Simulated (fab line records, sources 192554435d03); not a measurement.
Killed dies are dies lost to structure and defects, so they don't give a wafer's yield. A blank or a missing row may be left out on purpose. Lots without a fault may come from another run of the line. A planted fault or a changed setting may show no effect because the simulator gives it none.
fab line records | flow n5_finfet
record lots=5 wafers=15 last_day=18
route steps=1938 shown BEOL_M14@1720
lots that met no fault: from a run of the same line without faults
start_h: hours from the record's first day to the start of the lot's first wafer shown | wait_h: hours since the lot's step before | " the same as in the row above | L1.1+2: a row that stands for several wafers | - no value, or no start given | * or withheld: withheld | < > ~ a bound
route shown NAME@n: a module of which the file shows steps, and the number in the route of the first | usual: mean/standard deviation of fault-free wafers | same: alike in all rows | chamber/n: place in a boat | sites: the reading at each site | _std_site: their standard deviation | _edge_site: outer sites' mean less inner sites' | radius_mm: how far each site lies from the wafer's centre | mask NAME#n: copy n | behind: the tool/chamber that last shaped the wafer | hold: why the lot was held/for how many hours/how that ended | device: the transistor (n, p or np) that didn't switch | end of line: the same wafers' tests at the end of the route | a step without rows: its recipe alone | killed: dies lost to structure and defects at the first sort, not the wafer's yield | map: a wafer's dies, x killed, . not, _ none there
set.NAME: the setting as run; set.NAME@STEP: as run at that earlier step | model.NAME: the simulator's own value behind a step, which no gauge read
lots at some steps of the route; a table a step, a row a wafer
services: from which hour (start_h, from the record's first day; less than 0 if before it) a tool's chamber was out of use, for how many hours, and why
## steps
# step N5_BEOL_M14_EBR_06
# recipe solvent=PGMEA ebr_width_mm=1.5
# columns lot.wafer tool chamber start_h wait_h
L080.3+4+5 litho_track-03 0 - -
L083.1+4+6 litho_track-05 0 - -
L091.1+2+5 litho_track-04 0 - -
L090.1+5+6 litho_track-04 0 - -
L092.1+2+3 litho_track-04 0 - -
# step N5_BEOL_M14_SOFTBAKE_05
# recipe temp_c=130 time_s=60
# columns lot.wafer tool chamber start_h wait_h
L080.3+4+5 litho_track-03 0 - -
L083.1+4+6 litho_track-05 0 - -
L091.1+2+5 litho_track-04 0 - -
L090.1+5+6 litho_track-04 0 - -
L092.1+2+3 litho_track-04 0 - -
# step N5_BEOL_M14_EXPOSE_07
# recipe mask_id=V13 na=0.8 source_shape=annular sigma_inner=0.5 sigma_outer=0.8 polarization=unpolarized attpsm_phase_deg=180 dose_mj=57
# same na=0.8
# columns lot.wafer tool chamber start_h wait_h mask
L080.3+4+5 krf_scanner-02 0 324.96 - V13#0
L083.1+4+6 krf_scanner-01 0 325.26 - V13#0
L091.1+2+5 krf_scanner-01 0 364.94 - V13#0
L090.1+5+6 krf_scanner-01 0 388.58 - V13#0
L092.1+2+3 krf_scanner-02 0 408.52 - V13#0
# step N5_BEOL_M14_PEB_08
# recipe peb_temp_c=130 peb_time_s=90
# columns lot.wafer tool chamber start_h wait_h
L080.3+4+5 litho_track-03 0 325.01 0.0
L083.1+4+6 litho_track-03 0 325.33 0.1
L091.1+2+5 litho_track-05 0 365.00 0.1
L090.1+5+6 litho_track-04 0 388.64 0.1
L092.1+2+3 litho_track-05 0 408.58 0.1
# step N5_BEOL_M14_DEVELOP_09
# recipe develop_time_s=45 rinse_liquid=diw dry=air_spin dev_temp_c=21
# columns lot.wafer tool chamber start_h wait_h
L080.3+4+5 litho_track-03 0 - -
L083.1+4+6 litho_track-03 0 - -
L091.1+2+5 litho_track-05 0 - -
L090.1+5+6 litho_track-04 0 - -
L092.1+2+3 litho_track-05 0 - -
# step N5_BEOL_M14_HARDBAKE_14
# recipe temp_c=130 time_s=120
# columns lot.wafer tool chamber start_h wait_h
L080.3+4+5 litho_track-03 0 - -
L083.1+4+6 litho_track-03 0 - -
L091.1+2+5 litho_track-05 0 - -
L090.1+5+6 litho_track-04 0 - -
L092.1+2+3 litho_track-05 0 - -
# step N5_BEOL_M14_CD_MEAS_10
# recipe target_cd_nm=250 landing_energy_ev=500 detector=se_inlens polarity=opening
# usual cd_nm=249.9/1.5
# columns lot.wafer tool chamber start_h wait_h cd_nm
L080.3 cd_sem-01 0 325.12 - 248.4
L080.4 " 0 " " 249.8
L080.5 " 0 " " 247.1
L083.1 cd_sem-03 0 325.44 - 250.7
L083.4 " 0 " " 249.6
L083.6 " 0 " " 250.5
L091.1 cd_sem-03 0 365.12 - 250.4
L091.2 " 0 " " 252.2
L091.5 " 0 " " 249.8
L090.1 cd_sem-02 0 388.76 - 249.9
L090.5 " 0 " " 248.4
L090.6 " 0 " " 248.4
L092.1 cd_sem-01 0 408.70 - 251.4
L092.2 " 0 " " 249.5
L092.3 " 0 " " 251.4
# step N5_BEOL_M14_OVL_MEAS_11
# recipe points_per_wafer=44
# usual V13_OVL=0/6.6
# columns lot.wafer tool chamber start_h wait_h V13_OVL[nm]
L080.3 overlay-02 0 325.15 0.0 1
L080.4 " 0 " " 1
L080.5 " 0 " " 8
L083.1 overlay-01 0 325.47 0.0 0
L083.4 " 0 " " 5
L083.6 " 0 " " 1
L091.1 overlay-02 0 365.15 0.0 -5
L091.2 " 0 " " -4
L091.5 " 0 " " -2
L090.1 overlay-02 0 388.79 0.0 -4
L090.5 " 0 " " -14
L090.6 " 0 " " -16
L092.1 overlay-02 0 408.73 0.0 10
L092.2 " 0 " " 16
L092.3 " 0 " " 12
# step N5_BEOL_M14_INSPECT_12
# recipe mode=adi inspect_instrument=macro
# usual raw_defect_count=1.9/1.2
# columns lot.wafer tool chamber start_h wait_h raw_defect_count
L080.3 defect_inspect-02 - 325.18 0.0 2
L080.4 " - " " 2
L080.5 " - " " 0
L083.1 defect_inspect-01 - 325.49 0.0 0
L083.4 " - " " 1
L083.6 " - " " 3
L091.1 defect_inspect-01 - 365.17 0.0 2
L091.2 " - " " 1
L091.5 " - " " 1
L090.1 defect_inspect-01 - 388.81 0.0 0
L090.5 " - " " 2
L090.6 " - " " 3
L092.1 defect_inspect-02 - 408.75 0.0 3
L092.2 " - " " 2
L092.3 " - " " 1
# step N5_BEOL_M14_DESCUM_15
# recipe chemistry=O2 time_s=7.9 source_power_w=50 bias_power_w=20 pressure_mtorr=20 rf_frequency_hz=2.712e+07 temp_c=40 o2_flow_sccm=225
# usual bias_power_w=20.00/0.057 drypump_motor_current_A=5.76/0.26 oes_product_au=0.82/0.057 rf_vpp_V=243.4/1.2 showerhead_plenum_p_Torr=2.11/0.062 throttle_valve_pct=20.26/0.25
# columns lot.wafer tool chamber start_h wait_h bias_power_w drypump_motor_current_A oes_product_au rf_hours_counter_h rf_vpp_V showerhead_plenum_p_Torr throttle_valve_pct
L080.3 rie_diel-06 1 325.21 0.0 20.01 5.59 0.78 130 242.7 2.02 20.29
L080.4 " 0 " " 20.07 5.59 0.81 101 245.2 2.19 20.47
L080.5 " 3 " " 20.10 5.26 0.89 - 243.6 2.11 19.81
L083.1 rie_diel-04 0 325.53 0.0 19.89 5.46 0.91 18 244.7 2.06 20.07
L083.4 " 1 " " 20.11 6.03 0.87 51 244.6 2.11 20.26
L083.6 " 0 " " 19.98 5.44 0.91 - 241.5 2.06 20.08
L091.1 rie_diel-04 1 365.21 0.0 20.11 6.03 0.86 58 243.4 2.11 20.28
L091.2 " 0 " " 19.96 5.45 0.89 32 243.1 2.05 20.11
L091.5 " 3 " " 19.98 6.03 0.81 - 244.3 2.21 20.52
L090.1 rie_diel-05 1 388.85 0.0 19.90 5.81 0.80 95 242.6 2.10 19.92
L090.5 " 1 " " 19.96 5.81 0.80 - 242.9 2.10 19.92
L090.6 " 0 " " 19.98 5.54 0.72 - 241.4 2.10 20.34
L092.1 rie_diel-05 2 408.79 0.0 20.09 6.12 0.77 156 242.8 2.07 20.60
L092.2 " 3 " " 19.97 5.87 0.84 69 241.0 2.03 20.35
L092.3 " 1 " " 19.87 5.80 0.80 101 243.0 2.10 19.92
# step N5_BEOL_M14_ETCH_59
# recipe chemistry=N2/H2 target=BARC target_depth_a=890 overetch_a=267 time_s=67.9 ion_energy_ev=200 pressure_mtorr=30 source_w=840 bias_w=150 n2_flow_sccm=200 h2_flow_sccm=200
# usual drypump_motor_current_A=5.76/0.26 oes_product_au=0.70/0.049 rf_vpp_V=524.6/2.2 showerhead_plenum_p_Torr=2.57/0.077 throttle_valve_pct=17.76/0.26
# columns lot.wafer tool chamber start_h wait_h drypump_motor_current_A oes_product_au rf_hours_counter_h rf_vpp_V showerhead_plenum_p_Torr throttle_valve_pct
L080.3 rie_diel-06 1 325.24 0.0 5.60 0.67 130 521.5 2.45 17.87
L080.4 " 0 " " 5.61 0.68 101 528.3 2.68 18.00
L080.5 " 3 " " 5.30 0.76 - 527.0 2.58 17.45
L083.1 rie_diel-04 0 325.56 0.0 5.41 0.77 18 522.0 2.49 17.54
L083.4 " 1 " " 6.08 0.74 51 525.4 2.58 17.77
L083.6 " 0 " " 5.42 0.76 - 522.5 2.49 17.55
L091.1 rie_diel-04 1 365.24 0.0 6.04 0.73 58 525.0 2.58 17.77
L091.2 " 0 " " 5.46 0.75 32 522.9 2.48 17.57
L091.5 " 3 " " 6.03 0.68 - 526.6 2.68 17.94
L090.1 rie_diel-05 1 388.88 0.0 5.79 0.69 95 525.1 2.56 17.39
L090.5 " 1 " " 5.80 0.69 - 524.1 2.56 17.41
L090.6 " 0 " " 5.59 0.62 - 525.6 2.52 17.69
L092.1 rie_diel-05 2 408.82 0.0 6.14 0.65 156 523.7 2.54 18.18
L092.2 " 3 " " 5.90 0.71 69 522.9 2.48 17.96
L092.3 " 1 " " 5.81 0.69 101 525.5 2.56 17.42
# step N5_BEOL_M14_VIA_ETCH_16
# recipe chemistry=C4F8/O2/Ar target=SiO2 he_inner_torr=15 he_outer_torr=30 target_depth_a=12313 time_s=withheld ion_energy_ev=800 pressure_mtorr=20 source_w=1905 bias_w=2040 Ar_flow_sccm=400 C4F8_flow_sccm=16 O2_flow_sccm=12 ends=cleared
# usual drypump_motor_current_A=5.76/0.26 oes_product_au=0.74/0.053 rf_vpp_V=2225/37 showerhead_plenum_p_Torr=3.48/0.094 throttle_valve_pct=30.79/0.27
# columns lot.wafer tool chamber start_h wait_h drypump_motor_current_A oes_product_au rf_vpp_V showerhead_plenum_p_Torr throttle_valve_pct
L080.3 rie_diel-06 1 325.30 0.0 5.62 0.71 2255 3.34 30.87
L080.4 " 0 " " 5.61 0.72 2217 3.59 30.95
L080.5 " 3 " " 5.26 0.81 2189 3.51 30.50
L083.1 rie_diel-04 0 325.62 0.0 5.42 0.82 2248 3.39 30.70
L083.4 " 1 " " 6.05 0.78 2217 3.48 30.71
L083.6 " 0 " " 5.45 0.83 2250 3.39 30.71
L091.1 rie_diel-04 1 365.29 0.0 6.04 0.77 2218 3.47 30.70
L091.2 " 0 " " 5.44 0.79 2251 3.38 30.71
L091.5 " 3 " " 6.02 0.73 2303 3.62 31.04
L090.1 rie_diel-05 1 388.93 0.0 5.83 0.72 2222 3.47 30.39
L090.5 " 1 " " 5.82 0.72 2220 3.47 30.38
L090.6 " 0 " " 5.57 0.65 2217 3.41 30.50
L092.1 rie_diel-05 2 408.87 0.0 6.13 0.68 2194 3.43 31.12
L092.2 " 3 " " 5.91 0.73 2172 3.38 31.09
L092.3 " 1 " " 5.80 0.71 2220 3.47 30.39
# step N5_BEOL_M14_STRIP_63
# recipe chemistry=O2 power_w=600 temp_c=60 pressure_mtorr=30 rf_frequency_hz=6e+07 bias_power_w=0 overash_fraction=0.3 o2_flow_sccm=225
# usual drypump_motor_current_A=5.76/0.26 oes_product_au=0.82/0.058 rf_vpp_V=3.6/0.77 showerhead_plenum_p_Torr=2.11/0.061 throttle_valve_pct=16.50/0.23
# same bias_power_w=0
# columns lot.wafer tool chamber start_h wait_h drypump_motor_current_A oes_product_au rf_hours_counter_h rf_vpp_V showerhead_plenum_p_Torr throttle_valve_pct
L080.3 rie_diel-06 1 - - 5.61 0.78 130 4.4 2.02 16.54
L080.4 " 0 " " 5.60 0.81 101 3.2 2.20 16.71
L080.5 " 3 " " 5.27 0.87 - 4.5 2.12 16.10
L083.1 rie_diel-04 0 - - 5.47 0.91 18 4.8 2.06 16.26
L083.4 " 1 " " 6.03 0.87 51 3.7 2.12 16.53
L083.6 " 0 " " 5.45 0.90 - 4.0 2.06 16.26
L091.1 rie_diel-04 1 - - 5.99 0.87 58 3.3 2.12 16.56
L091.2 " 0 " " 5.45 0.90 32 3.9 2.06 16.30
L091.5 " 3 " " 6.02 0.81 - 3.6 2.21 16.71
L090.1 rie_diel-05 1 - - 5.79 0.81 95 2.6 2.10 16.24
L090.5 " 1 " " 5.81 0.80 - 4.0 2.10 16.22
L090.6 " 0 " " 5.59 0.72 - 2.1 2.10 16.60
L092.1 rie_diel-05 2 - - 6.16 0.75 156 2.6 2.07 16.90
L092.2 " 3 " " 5.89 0.82 69 3.8 2.03 16.58
L092.3 " 1 " " 5.80 0.79 101 4.2 2.10 16.25
# step N5_BEOL_M14_STRIP_64
# recipe chemistry=O2 power_w=600 temp_c=60 pressure_mtorr=30 rf_frequency_hz=6e+07 bias_power_w=0 overash_fraction=0.3 o2_flow_sccm=225
# usual drypump_motor_current_A=5.76/0.26 oes_product_au=0.82/0.057 rf_vpp_V=3.6/0.44 showerhead_plenum_p_Torr=2.11/0.061 throttle_valve_pct=16.50/0.23
# same bias_power_w=0
# columns lot.wafer tool chamber start_h wait_h drypump_motor_current_A oes_product_au rf_hours_counter_h rf_vpp_V showerhead_plenum_p_Torr throttle_valve_pct
L080.3 rie_diel-06 1 - - 5.62 0.77 130 3.1 2.02 16.53
L080.4 " 0 " " 5.56 0.79 101 3.8 2.20 16.71
L080.5 " 3 " " 5.28 0.89 - 3.7 2.12 16.09
L083.1 rie_diel-04 0 - - 5.42 0.90 18 3.3 2.06 16.27
L083.4 " 1 " " 6.07 0.88 51 4.0 2.12 16.53
L083.6 " 0 " " 5.50 0.91 - 3.1 2.06 16.26
L091.1 rie_diel-04 1 - - 6.02 0.85 58 3.6 2.12 16.55
L091.2 " 0 " " 5.43 0.88 32 3.9 2.06 16.29
L091.5 " 3 " " 6.02 0.80 - 4.1 2.21 16.72
L090.1 rie_diel-05 1 - - 5.79 0.81 95 3.5 2.10 16.22
L090.5 " 1 " " 5.80 0.80 - 3.7 2.10 16.22
L090.6 " 0 " " 5.57 0.73 - 3.5 2.10 16.62
L092.1 rie_diel-05 2 - - 6.12 0.76 156 2.3 2.07 16.89
L092.2 " 3 " " 5.92 0.83 69 3.0 2.03 16.56
L092.3 " 1 " " 5.80 0.80 101 3.3 2.10 16.24
# step N5_BEOL_M14_STRIP_71
# recipe chemistry=post_etch_residue_remover time_s=60 temp_c=25 remover_ph=withheld remover_water_wt_pct=withheld remover_fluoride_wt_pct=withheld
# columns lot.wafer tool chamber start_h wait_h
L080.3+4+5 wet_bench-04 1,4,7 325.59 -
L083.1+4+6 wet_bench-04 7,2,3 325.90 -
L091.1+2+5 wet_bench-05 4,1,5 365.58 -
L090.1+5+6 wet_bench-04 5,3,4 389.22 -
L092.1+2+3 wet_bench-05 7,0,4 409.16 -
# step N5_BEOL_M14_SRD_72
# recipe time_s=30 temp_c=23 rinse_liquid=diw dry=n2_spin spin_rpm=1500 dry_time_s=30
# columns lot.wafer tool chamber start_h wait_h
L080.3+4+5 wet_bench-04 1,4,7 325.60 0.0
L083.1+4+6 wet_bench-04 7,2,3 325.92 0.0
L091.1+2+5 wet_bench-05 4,1,5 365.60 0.0
L090.1+5+6 wet_bench-04 5,3,4 389.24 0.0
L092.1+2+3 wet_bench-05 7,0,4 409.18 0.0
# step N5_BEOL_M14_CD_MEAS_17
# recipe target_cd_nm=250 polarity=opening
# usual cd_nm=250.7/1.8
# columns lot.wafer tool chamber start_h wait_h cd_nm
L080.3 cd_sem-02 - 325.65 0.0 249.1
L080.4 " - " " 250.5
L080.5 " - " " 247.5
L083.1 cd_sem-01 - 325.96 0.0 250.1
L083.4 " - " " 249.0
L083.6 " - " " 249.7
L091.1 cd_sem-01 - 365.64 0.0 249.8
L091.2 " - " " 252.2
L091.5 " - " " 249.7
L090.1 cd_sem-03 - 389.28 0.0 251.7
L090.5 " - " " 250.6
L090.6 " - " " 250.5
L092.1 cd_sem-02 - 409.22 0.0 251.9
L092.2 " - " " 250.5
L092.3 " - " " 254.3
# step N5_BEOL_M14_COAT_65
# recipe resist=SOC temp_c=250 time_s=60 spin_rpm=1500 resist_thk_nm=450
# columns lot.wafer tool chamber start_h wait_h
L080.3+4+5 litho_track-04 0 325.68 0.0
L083.1+4+6 litho_track-04 0 326.00 0.0
L091.1+2+5 litho_track-05 0 365.68 0.0
L090.1+5+6 litho_track-05 0 389.32 0.0
L092.1+2+3 litho_track-04 0 409.26 0.0
# step N5_BEOL_M14_COAT_66
# recipe resist=SiARC temp_c=220 time_s=60 spin_rpm=1500 resist_thk_nm=110
# columns lot.wafer tool chamber start_h wait_h
L080.3+4+5 litho_track-04 0 - -
L083.1+4+6 litho_track-04 0 - -
L091.1+2+5 litho_track-05 0 - -
L090.1+5+6 litho_track-05 0 - -
L092.1+2+3 litho_track-04 0 - -
# step N5_BEOL_M14_COAT_22
# recipe spin_rpm=2888 resist_thk_nm=300
# columns lot.wafer tool chamber start_h wait_h
L080.3+4+5 litho_track-04 0 - -
L083.1+4+6 litho_track-04 0 - -
L091.1+2+5 litho_track-05 0 - -
L090.1+5+6 litho_track-05 0 - -
L092.1+2+3 litho_track-04 0 - -
# step N5_BEOL_M14_EBR_24
# recipe solvent=PGMEA ebr_width_mm=1.5
# columns lot.wafer tool chamber start_h wait_h
L080.3+4+5 litho_track-04 0 - -
L083.1+4+6 litho_track-04 0 - -
L091.1+2+5 litho_track-05 0 - -
L090.1+5+6 litho_track-05 0 - -
L092.1+2+3 litho_track-04 0 - -
# step N5_BEOL_M14_SOFTBAKE_23
# recipe temp_c=130 time_s=60
# columns lot.wafer tool chamber start_h wait_h
L080.3+4+5 litho_track-04 0 - -
L083.1+4+6 litho_track-04 0 - -
L091.1+2+5 litho_track-05 0 - -
L090.1+5+6 litho_track-05 0 - -
L092.1+2+3 litho_track-04 0 - -
# step N5_BEOL_M14_EXPOSE_25
# recipe mask_id=M14 na=0.8 source_shape=annular sigma_inner=0.5 sigma_outer=0.8 polarization=unpolarized target_cd_nm=280 dose_mj=26.6
# same na=0.8
# columns lot.wafer tool chamber start_h wait_h mask
L080.3+4+5 krf_scanner-02 0 325.95 - M14#0
L083.1+4+6 krf_scanner-01 0 326.24 - M14#0
L091.1+2+5 krf_scanner-01 0 365.92 - M14#0
L090.1+5+6 krf_scanner-02 0 389.56 - M14#0
L092.1+2+3 krf_scanner-01 0 409.50 - M14#0
# step N5_BEOL_M14_PEB_26
# recipe peb_temp_c=130 peb_time_s=90
# columns lot.wafer tool chamber start_h wait_h
L080.3+4+5 litho_track-05 0 326.00 0.0
L083.1+4+6 litho_track-03 0 326.30 0.1
L091.1+2+5 litho_track-03 0 365.98 0.1
L090.1+5+6 litho_track-03 0 389.62 0.1
L092.1+2+3 litho_track-03 0 409.56 0.1
# step N5_BEOL_M14_DEVELOP_27
# recipe develop_time_s=45 rinse_liquid=diw dry=air_spin dev_temp_c=21
# columns lot.wafer tool chamber start_h wait_h
L080.3+4+5 litho_track-05 0 - -
L083.1+4+6 litho_track-03 0 - -
L091.1+2+5 litho_track-03 0 - -
L090.1+5+6 litho_track-03 0 - -
L092.1+2+3 litho_track-03 0 - -
# step N5_BEOL_M14_HARDBAKE_32
# recipe temp_c=130 time_s=120
# columns lot.wafer tool chamber start_h wait_h
L080.3+4+5 litho_track-05 0 - -
L083.1+4+6 litho_track-03 0 - -
L091.1+2+5 litho_track-03 0 - -
L090.1+5+6 litho_track-03 0 - -
L092.1+2+3 litho_track-03 0 - -
# step N5_BEOL_M14_CD_MEAS_28
# recipe target_cd_nm=284.4 landing_energy_ev=500 detector=se_inlens
# usual cd_nm=284.0/1.7
# columns lot.wafer tool chamber start_h wait_h cd_nm
L080.3 cd_sem-03 0 326.11 - 287.3
L080.4 " 0 " " 287.1
L080.5 " 0 " " 287.1
L083.1 cd_sem-03 0 326.41 - 285.0
L083.4 " 0 " " 282.7
L083.6 " 0 " " 285.3
L091.1 cd_sem-01 0 366.09 - 283.8
L091.2 " 0 " " 284.8
L091.5 " 0 " " 281.9
L090.1 cd_sem-02 0 389.73 - 282.2
L090.5 " 0 " " 283.9
L090.6 " 0 " " 283.1
L092.1 cd_sem-02 0 409.67 - 285.2
L092.2 " 0 " " 282.7
L092.3 " 0 " " 284.6
# step N5_BEOL_M14_OVL_MEAS_29
# recipe points_per_wafer=44
# usual M14_OVL=-2/5.4
# columns lot.wafer tool chamber start_h wait_h M14_OVL[nm]
L080.3 overlay-01 0 326.14 0.0 3
L080.4 " 0 " " -13
L080.5 " 0 " " 1
L083.1 overlay-01 0 326.45 0.0 -3
L083.4 " 0 " " -1
L083.6 " 0 " " -8
L091.1 overlay-02 0 366.12 0.0 6
L091.2 " 0 " " -3
L091.5 " 0 " " -1
L090.1 overlay-02 0 389.76 0.0 -3
L090.5 " 0 " " -4
L090.6 " 0 " " 6
L092.1 overlay-01 0 409.71 0.0 -2
L092.2 " 0 " " 4
L092.3 " 0 " " -2
# step N5_BEOL_M14_INSPECT_30
# recipe mode=adi inspect_instrument=macro
# usual raw_defect_count=1.9/1.4
# columns lot.wafer tool chamber start_h wait_h raw_defect_count
L080.3 defect_inspect-02 - 326.17 0.0 3
L080.4 " - " " 4
L080.5 " - " " 2
L083.1 defect_inspect-01 - 326.47 0.0 4
L083.4 " - " " 4
L083.6 " - " " 1
L091.1 defect_inspect-01 - 366.15 0.0 1
L091.2 " - " " 2
L091.5 " - " " 2
L090.1 defect_inspect-02 - 389.79 0.0 1
L090.5 " - " " 1
L090.6 " - " " 0
L092.1 defect_inspect-02 - 409.73 0.0 1
L092.2 " - " " 2
L092.3 " - " " 1
# step N5_BEOL_M14_DESCUM_33
# recipe chemistry=O2 time_s=7.9 source_power_w=50 bias_power_w=20 pressure_mtorr=20 rf_frequency_hz=2.712e+07 temp_c=40 o2_flow_sccm=225
# usual bias_power_w=19.99/0.062 drypump_motor_current_A=5.71/0.25 oes_product_au=0.82/0.055 rf_vpp_V=243.4/1.4 showerhead_plenum_p_Torr=2.11/0.066 throttle_valve_pct=20.24/0.24
# columns lot.wafer tool chamber start_h wait_h bias_power_w drypump_motor_current_A oes_product_au rf_hours_counter_h rf_vpp_V showerhead_plenum_p_Torr throttle_valve_pct
L080.3 rie_diel-05 0 326.20 0.0 19.91 5.56 0.74 166 242.4 2.11 20.31
L080.4 " 3 " " 20.04 5.90 0.85 43 243.2 2.04 20.30
L080.5 " 2 " " 19.97 6.15 0.78 - 244.4 2.08 20.56
L083.1 rie_diel-06 0 326.75 0.3 20.07 5.57 0.81 101 245.5 2.19 20.48
L083.4 " 2 " " 19.99 5.75 0.80 94 244.4 2.19 20.08
L083.6 " 2 " " 19.98 5.76 0.81 - 244.5 2.19 20.04
L091.1 rie_diel-06 1 366.18 0.0 20.01 5.61 0.76 143 241.1 2.02 20.32
L091.2 " 0 " " 20.03 5.58 0.79 114 244.1 2.19 20.49
L091.5 " 0 " " 20.05 5.58 0.79 - 245.0 2.19 20.49
L090.1 rie_diel-04 1 389.95 0.2 19.96 6.06 0.85 68 244.3 2.11 20.29
L090.5 " 3 " " 19.85 6.02 0.79 - 243.9 2.20 20.55
L090.6 " 2 " " 20.13 5.45 0.91 - 246.1 2.22 20.51
L092.1 rie_diel-06 2 409.76 0.0 19.90 5.75 0.78 120 243.9 2.19 20.09
L092.2 " 0 " " 19.98 5.56 0.77 126 246.4 2.18 20.51
L092.3 " 3 " " 19.92 5.26 0.85 72 242.8 2.10 19.83
# step N5_BEOL_M14_ETCH_67
# recipe chemistry=CF4 target=SiARC target_depth_a=1430 time_s=238.3 ion_energy_ev=80 pressure_mtorr=40 source_w=545 bias_w=36 Ar_flow_sccm=100 cf4_flow_sccm=100 ends=cleared
# usual drypump_motor_current_A=5.71/0.25 etch_rf_on_time_s=238/4.6 oes_product_au=0.70/0.048 rf_vpp_V=184.3/1 showerhead_plenum_p_Torr=2.17/0.063 throttle_valve_pct=15.47/0.2
# columns lot.wafer tool chamber start_h wait_h drypump_motor_current_A etch_rf_on_time_s oes_product_au rf_hours_counter_h rf_vpp_V showerhead_plenum_p_Torr throttle_valve_pct
L080.3 rie_diel-05 0 326.23 0.0 5.56 239 0.64 166 185.1 2.13 15.42
L080.4 " 3 " " 5.91 240 0.74 43 185.4 2.11 15.56
L080.5 " 2 " " 6.13 240 0.66 - 185.1 2.13 15.82
L083.1 rie_diel-06 0 326.79 0.0 5.59 237 0.68 101 185.2 2.25 15.71
L083.4 " 2 " " 5.71 239 0.69 94 185.6 2.26 15.33
L083.6 " 2 " " 5.74 237 0.70 - 184.4 2.26 15.34
L091.1 rie_diel-06 1 366.22 0.0 5.64 237 0.66 143 184.3 2.08 15.55
L091.2 " 0 " " 5.59 237 0.67 114 185.7 2.24 15.72
L091.5 " 0 " " 5.58 236 0.67 - 184.9 2.24 15.73
L090.1 rie_diel-04 1 389.98 0.0 6.02 236 0.72 68 182.8 2.15 15.52
L090.5 " 3 " " 6.01 237 0.68 - 185.0 2.25 15.67
L090.6 " 2 " " 5.44 239 0.79 - 186.8 2.26 15.60
L092.1 rie_diel-06 2 409.80 0.0 5.72 235 0.67 120 185.7 2.25 15.39
L092.2 " 0 " " 5.58 236 0.65 126 184.3 2.24 15.75
L092.3 " 3 " " 5.27 231 0.74 72 184.0 2.17 15.20
# step N5_BEOL_M14_ETCH_68
# recipe chemistry=N2/H2 target=SOC mask_material=SiARC source_w=3000 bias_w=350 temp_c=40 time_s=450 ion_energy_ev=200 pressure_mtorr=30 n2_flow_sccm=200 h2_flow_sccm=200
# usual drypump_motor_current_A=5.71/0.25 oes_product_au=0.82/0.054 rf_vpp_V=524.6/2.3 showerhead_plenum_p_Torr=2.57/0.083 throttle_valve_pct=17.64/0.26
# columns lot.wafer tool chamber start_h wait_h drypump_motor_current_A oes_product_au rf_hours_counter_h rf_vpp_V showerhead_plenum_p_Torr throttle_valve_pct
L080.3 rie_diel-05 0 326.38 0.1 5.58 0.74 166 523.7 2.53 17.54
L080.4 " 3 " " 5.92 0.86 43 521.6 2.49 17.81
L080.5 " 2 " " 6.13 0.79 - 524.7 2.55 18.03
L083.1 rie_diel-06 0 326.94 0.1 5.59 0.81 101 525.6 2.68 17.89
L083.4 " 2 " " 5.76 0.79 94 526.6 2.67 17.35
L083.6 " 2 " " 5.75 0.80 - 525.9 2.67 17.35
L091.1 rie_diel-06 1 366.36 0.1 5.58 0.77 143 519.8 2.45 17.79
L091.2 " 0 " " 5.58 0.79 114 528.1 2.68 17.92
L091.5 " 0 " " 5.57 0.79 - 526.6 2.68 17.91
L090.1 rie_diel-04 1 390.13 0.1 6.05 0.84 68 525.4 2.57 17.68
L090.5 " 3 " " 6.03 0.80 - 526.5 2.68 17.85
L090.6 " 2 " " 5.46 0.92 - 526.9 2.72 17.90
L092.1 rie_diel-06 2 409.94 0.1 5.75 0.76 121 529.1 2.66 17.39
L092.2 " 0 " " 5.59 0.78 126 526.1 2.67 17.94
L092.3 " 3 " " 5.29 0.85 72 523.5 2.57 17.37
# step N5_BEOL_M14_STRIP_69
# recipe chemistry=N2/H2 temp_c=40 n2_flow_sccm=200 h2_flow_sccm=200 rf_frequency_hz=6e+07
# columns lot.wafer tool chamber start_h wait_h
L080.3+4+5 rie_diel-05 0,3,2 326.64 0.1
L083.1+4+6 rie_diel-06 0,2,2 327.20 0.1
L091.1+2+5 rie_diel-06 1,0,0 366.63 0.1
L090.1+5+6 rie_diel-04 1,3,2 390.39 0.1
L092.1+2+3 rie_diel-06 2,0,3 410.21 0.1
# step N5_BEOL_M14_TRENCH_ETCH_34
# recipe chemistry=C4F8/O2/Ar target=SiO2 target_depth_a=5566.5 mask_material=SOC he_inner_torr=15 he_outer_torr=30 time_s=126.9 ion_energy_ev=800 pressure_mtorr=20 source_w=1905 bias_w=2040 Ar_flow_sccm=400 C4F8_flow_sccm=16 O2_flow_sccm=12
# usual drypump_motor_current_A=5.71/0.25 oes_product_au=0.82/0.057 rf_vpp_V=2230/38 showerhead_plenum_p_Torr=3.48/0.1 throttle_valve_pct=30.81/0.24
# columns lot.wafer tool chamber start_h wait_h drypump_motor_current_A oes_product_au rf_hours_counter_h rf_vpp_V showerhead_plenum_p_Torr throttle_valve_pct
L080.3 rie_diel-05 0 326.65 0.0 5.60 0.73 166 2217 3.42 30.50
L080.4 " 3 " " 5.92 0.85 44 2173 3.39 31.10
L080.5 " 2 " " 6.15 0.76 - 2197 3.44 31.12
L083.1 rie_diel-06 0 327.21 0.0 5.57 0.79 101 2217 3.59 30.96
L083.4 " 2 " " 5.77 0.80 94 2292 3.63 30.74
L083.6 " 2 " " 5.77 0.80 - 2291 3.63 30.74
L091.1 rie_diel-06 1 366.64 0.0 5.63 0.78 143 2256 3.33 30.91
L091.2 " 0 " " 5.58 0.78 114 2217 3.58 30.98
L091.5 " 0 " " 5.59 0.79 - 2217 3.58 30.98
L090.1 rie_diel-04 1 390.40 0.0 6.00 0.85 68 2217 3.47 30.74
L090.5 " 3 " " 6.02 0.79 - 2302 3.61 31.08
L090.6 " 2 " " 5.49 0.92 - 2230 3.64 31.05
L092.1 rie_diel-06 2 410.22 0.0 5.76 0.77 121 2291 3.62 30.77
L092.2 " 0 " " 5.60 0.76 126 2218 3.58 30.97
L092.3 " 3 " " 5.29 0.85 73 2187 3.50 30.56
# step N5_BEOL_M14_STRIP_70
# recipe chemistry=C4F8/O2/Ar resist=SiARC rf_frequency_hz=6e+07
# columns lot.wafer tool chamber start_h wait_h
L080.3+4+5 rie_diel-05 0,3,2 326.77 0.1
L083.1+4+6 rie_diel-06 0,2,2 327.32 0.1
L091.1+2+5 rie_diel-06 1,0,0 366.75 0.1
L090.1+5+6 rie_diel-04 1,3,2 390.52 0.1
L092.1+2+3 rie_diel-06 2,0,3 410.33 0.1
## services
# columns tool chamber start_h hours kind
litho_track-04 - 315.92 - consumable_replace:filter
rie_diel-04 1 326.00 10.0 repair
krf_scanner-01 - 327.26 1.3 pm
rie_diel-05 0 329.85 3.2 repair
rie_diel-05 - 339.29 2.8 pm
rie_diel-04 - 341.02 0.3 repair
krf_scanner-01 - 350.52 0.8 pm
rie_diel-05 1 355.98 1.7 repair
krf_scanner-02 - 378.72 0.8 pm
rie_diel-04 - 391.12 0.2 repair
rie_diel-06 0 393.32 5.4 repair
krf_scanner-02 - 409.11 14.4 repair
## key
fault none
